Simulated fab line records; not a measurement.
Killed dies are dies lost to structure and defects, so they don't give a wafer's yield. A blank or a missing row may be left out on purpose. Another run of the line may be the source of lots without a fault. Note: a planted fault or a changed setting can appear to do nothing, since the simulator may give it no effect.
A struck lot beside a sound one ; flow nand_harc ; 15 steps out of a route of 1159
Sound: wafers L496.1, L496.3, L496.4. Struck: wafer L503.6 (left out: L503.1, L503.5 of the same lot, which were not struck); the cause appears at the end.
Each step with rows lists, per side, the tool, then ch with its chambers, then its first start. Under that, the readings that differ: sound wafers ; struck wafers ; difference of the means ; sigmas: that difference in standard deviations of wafers without a fault.
alike: readings with means less than 2 such deviations apart, plus words and numbers identical on both sides. not compared: withheld readings, readings lacking a value on some wafer, bounds such as >300 that could conceal the same value, and numbers that have no deviation in the record and whose values overlap.
The two part at a step that has a row with sigmas, a row that says differs or no value, or rows on one side only. When numbers do not overlap yet have no deviation, they are printed without sigmas and do not part them. A reading that every wafer of one side lacks parts them only if that side has two wafers or more.

NHARC_A_CHANNEL_HOLE_D1_CD_MEAS_30:
  sound on cd_sem-03 at day 11 16:55; struck on cd_sem-02 at day 13 13:34
  alike: cd_nm
after that, 1 step had no rows for these wafers: NHARC_A_CHANNEL_HOLE_D1_XSEM_31.
NHARC_A_CHANNEL_HOLE_D1_INSPECT_40:
  sound on defect_inspect-01 at day 11 17:06; struck on defect_inspect-01 at day 13 13:45
  alike: raw_defect_count
then, 2 steps without rows for these wafers: NHARC_A_CHANNEL_FILL_D1_PRECLEAN_00 (cleans in SC1); NHARC_A_CHANNEL_FILL_D1_SRD_01.
NHARC_A_CHANNEL_FILL_D1_ALD_02: deposits SiO2, target thk 6 nm, pulse time 10 s, ald cycles 60.
  sound on ald_hk-04 ch 0,1,3, day 11 17:28; struck on ald_hk-04 ch 2, day 13 14:06
  alike: heater_power_w, precursor_pulse_height_rel
NHARC_A_CHANNEL_FILL_D1_ALD_03: deposits SiNx, target thk 6 nm, pulse time 60 s, ald cycles 58.
  sound on ald_sin_batch-03 ch 0; struck on ald_sin_batch-02 ch 0
  alike: precursor_pulse_height_rel
then, 1 step without rows for these wafers: NHARC_A_CHANNEL_FILL_D1_ALD_14 (deposits SiO2, target thk 2.5 nm, pulse time 10 s, ald cycles 25).
NHARC_A_CHANNEL_FILL_D1_ALD_15: deposits SiNx, target thk 2 nm, pulse time 60 s, ald cycles 19.
  sound on ald_sin_batch-02 ch 0; struck on ald_sin_batch-01 ch 0
  alike: precursor_pulse_height_rel
NHARC_A_CHANNEL_FILL_D1_ALD_16: deposits SiO2, target thk 1.5 nm, pulse time 10 s, ald cycles 15.
  sound on ald_hk-04 ch 0,2,3, day 12 06:34; struck on ald_hk-04 ch 2, day 14 02:09
reading;sound;struck;difference;sigmas
precursor_pulse_height_rel;1.021 0.998 0.989;0.938;-0.065;-3
  alike: heater_power_w
then, 2 steps without rows for these wafers: NHARC_A_CHANNEL_FILL_D1_ANNEAL_17 (time 1800 s); NHARC_A_CHANNEL_FILL_D1_CVD_18 (deposits poly-Si, target thk 3 nm).
NHARC_A_CHANNEL_FILL_D1_ETCHBACK_19: etches the open film in HBr/Cl2, target depth 5 nm, time 1.7 s.
  sound on rie_si-01 ch 1,2,3, day 12 18:13; struck on rie_si-05 ch 2, day 14 13:56
reading;sound;struck;difference;sigmas
oes_product_au (a.u.);0.992 0.989 0.996;0.762;-0.230;-24
  alike: drypump_motor_current_A, throttle_valve_pct
  not compared: rf_hours_counter_h
NHARC_A_CHANNEL_FILL_D1_ETCHBACK_20: etches the open film in C4F8/O2/Ar, target depth 27 nm, time 13.5 s.
  sound on rie_diel-11 ch 0,1,2, day 12 18:22; struck on rie_diel-11 ch 3, day 14 14:04
reading;sound;struck;difference;sigmas
oes_product_au (a.u.);1.01 0.99 1.01;0.92;-0.08;-2
  alike: rf_vpp_V
  not compared: rf_hours_counter_h
-- break in the record here, with 10 days between the starts of the struck wafers on either side (left off in module A_CHANNEL_FILL_D1, picked up again in module END, where the first step shown is number 1159 on the route) --
NHARC_END_SORT_01:
  the record has rows for the struck wafers here (prober-01 ch 0, day 24 13:48) and none for the sound ones

WHERE THEY PART
At NHARC_A_CHANNEL_FILL_D1_ALD_16 first; at NHARC_END_SORT_01 last (within this record only).

WHY: what the simulator had put in
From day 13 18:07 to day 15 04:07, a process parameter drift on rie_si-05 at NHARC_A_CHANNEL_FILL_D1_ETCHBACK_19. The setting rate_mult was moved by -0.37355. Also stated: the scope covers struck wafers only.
